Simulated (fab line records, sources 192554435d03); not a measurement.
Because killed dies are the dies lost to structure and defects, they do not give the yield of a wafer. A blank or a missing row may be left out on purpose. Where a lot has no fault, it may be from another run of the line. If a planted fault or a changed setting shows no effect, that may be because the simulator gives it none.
The same fault as seen by 3 desks || flow n5Finfet || every desk sees just its own numbers, and what lay behind them comes last

== THE DEFECT DESK ==
Inspection counts along the route, by lot: the mean over sampled wafers that carry a number. Any lot whose mean is over 4 standard deviations away from the usual mean is out of limits and marked OUT; that distance is given in the brackets.
Columns: A = rawDefectCount at N5_BEOL_M1_INSPECT_59, usual 74
{"lot": "L891", "first seen here": "day 7 13:34", "A": 59}
{"lot": "L894", "first seen here": "day 7 15:39", "A": 71}
{"lot": "L895", "first seen here": "day 7 16:12", "A": 61}
{"lot": "L899", "first seen here": "day 8 20:19", "A": 112}
{"lot": "L900", "first seen here": "day 8 21:47", "A": 60}
{"lot": "L903", "first seen here": "day 9 13:50", "A": 48}
{"lot": "L904", "first seen here": "day 10 01:25", "A": 51}
{"lot": "L905", "first seen here": "day 10 02:22", "A": 76}
{"lot": "L911", "first seen here": "day 11 12:34", "A": 82}
{"lot": "L913", "first seen here": "day 11 21:16", "A": 116}
This desk's verdict: no lot among the 10 shows anything out of limits.

== THE TOOL OWNER'S DESK: rieDiel-02 ==
The tool's own readings at N5_BEOL_M2_ETCH_74 (etches underlayer in N2/H2, target depth 6.5 nm, time 5.2 s): means of the sampled wafers that have a number, for each lot that ran on this tool. Any lot whose mean is over 4 standard deviations away from the usual mean is out of limits and marked OUT; that distance is given in the brackets. It has 9 readings, of which 7 appear: the earliest out of limits, and the ones furthest out on some lot.
Columns: A = chamberPressureMTorr at N5_BEOL_M2_ETCH_74, usual 30.00 mTorr; B = etchRfOnTimeS at N5_BEOL_M2_ETCH_74, usual 5.28 s; C = oesProductAu at N5_BEOL_M2_ETCH_74, usual 0.63 a.u.; D = rfFwdPowerW at N5_BEOL_M2_ETCH_74, usual 818.9 W; E = rfVppV at N5_BEOL_M2_ETCH_74, usual 524 V; F = showerheadPlenumPTorr at N5_BEOL_M2_ETCH_74, usual 2.57 Torr; G = throttleValvePct at N5_BEOL_M2_ETCH_74, usual 17.95 %
{"lot": "L894", "first seen here": "day 7 18:00", "A": 29.99, "B": 5.21, "C": 0.65, "D": 815.6, "E": 524, "F": 2.54, "G": 17.85}
{"lot": "L900", "first seen here": "day 9 00:50", "A": 29.98, "B": "6.65 (+8.1) OUT", "C": 0.56, "D": "618.5 (-80) OUT", "E": "574 (+16) OUT", "F": 2.57, "G": 17.89}
{"lot": "L903", "first seen here": "day 9 15:12", "A": 30.03, "B": "6.30 (+6.0) OUT", "C": 0.60, "D": "617.7 (-80) OUT", "E": "576 (+17) OUT", "F": 2.64, "G": 17.87}
{"lot": "L913", "first seen here": "day 11 22:19", "A": 29.96, "B": 5.16, "C": 0.75, "D": 820.2, "E": 528, "F": 2.69, "G": 17.58}
This desk finds L900, L903 out of limits, L900 being first, at day 9 00:50 (etchRfOnTimeS at N5_BEOL_M2_ETCH_74). In limits: L894, L913.

== FROM THE METROLOGY DESK ==
What the gauges read, lot by lot, whatever tool the lot ran on: means of the sampled wafers that have a number. Any lot whose mean is over 4 standard deviations away from the usual mean is out of limits and marked OUT; that distance is given in the brackets. Of its 12 readings 7 are shown: those that lie furthest out on some lot.
Columns: A = M2_OVL at N5_BEOL_M2_OVL_MEAS_12, usual -0.4 nm; B = IOFF_P at N5_BEOL_M4_RC_MEAS_101, usual 0.22 nA/um; C = ION_P at N5_BEOL_M4_RC_MEAS_101, usual 462 uA/um; D = SS_N at N5_BEOL_M4_RC_MEAS_101, usual 71.6 mV/dec; E = SS_P at N5_BEOL_M4_RC_MEAS_101, usual 73.5 mV/dec; F = VT_N at N5_BEOL_M4_RC_MEAS_101, usual 250 mV; G = VT_P at N5_BEOL_M4_RC_MEAS_101, usual -250 mV
{"lot": "L891", "first seen here": "day 7 13:32", "A": -0.3, "B": 0.27, "C": 470, "D": 70.7, "E": 73.6, "F": 248, "G": -245}
{"lot": "L894", "first seen here": "day 7 15:37", "A": -0.6, "B": 0.20, "C": 465, "D": 71.2, "E": 73.1, "F": 252, "G": -251}
{"lot": "L895", "first seen here": "day 7 16:11", "A": -0.9, "B": 0.16, "C": 448, "D": 71.1, "E": 72.5, "F": 255, "G": -257}
{"lot": "L899", "first seen here": "day 8 20:17", "A": -0.0, "B": 0.21, "C": 464, "D": 71.4, "E": 73.7, "F": 253, "G": -249}
{"lot": "L900", "first seen here": "day 8 21:46", "A": -0.3, "B": 0.22, "C": 463, "D": 71.3, "E": 73.7, "F": 250, "G": -250}
{"lot": "L903", "first seen here": "day 9 13:49", "A": -0.2, "B": 0.26, "C": 463, "D": 72.1, "E": 73.6, "F": 251, "G": -247}
{"lot": "L904", "first seen here": "day 10 01:24", "A": -0.1, "B": 0.17, "C": 454, "D": 71.4, "E": 73.0, "F": 253, "G": -252}
{"lot": "L905", "first seen here": "day 10 02:20", "A": -0.5, "B": 0.21, "C": 458, "D": 72.1, "E": 73.4, "F": 251, "G": -250}
{"lot": "L911", "first seen here": "day 11 12:32", "A": -0.2, "B": 0.24, "C": 458, "D": 71.6, "E": 74.4, "F": 253, "G": -248}
{"lot": "L913", "first seen here": "day 11 21:14", "A": 0.4, "B": 0.27, "C": 467, "D": 72.0, "E": 73.7, "F": 247, "G": -244}
This desk's verdict: no lot among the 10 shows anything out of limits.

== PUT TOGETHER ==
An alarm could have come from the tool owner's desk at day 9 00:50, on L900, L903.
The defect desk saw nothing out of limits.
Nothing out of limits was seen by the metrology desk.
The defect desk has L900, L903 on record, within its limits.
The metrology desk holds a record of L900, L903, inside its limits.
The lots listed all ran N5_BEOL_M2_ETCH_74 on rieDiel-02.

== WHAT THE SIMULATOR HAD INSERTED ==
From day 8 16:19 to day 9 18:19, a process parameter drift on rieDiel-02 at N5_BEOL_M2_ETCH_74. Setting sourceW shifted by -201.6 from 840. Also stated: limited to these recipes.
Lots struck among those shown: L900, L903.
How many hours passed from the start of the fault until each desk's first out-of-limits reading: the tool owner's desk, 9.
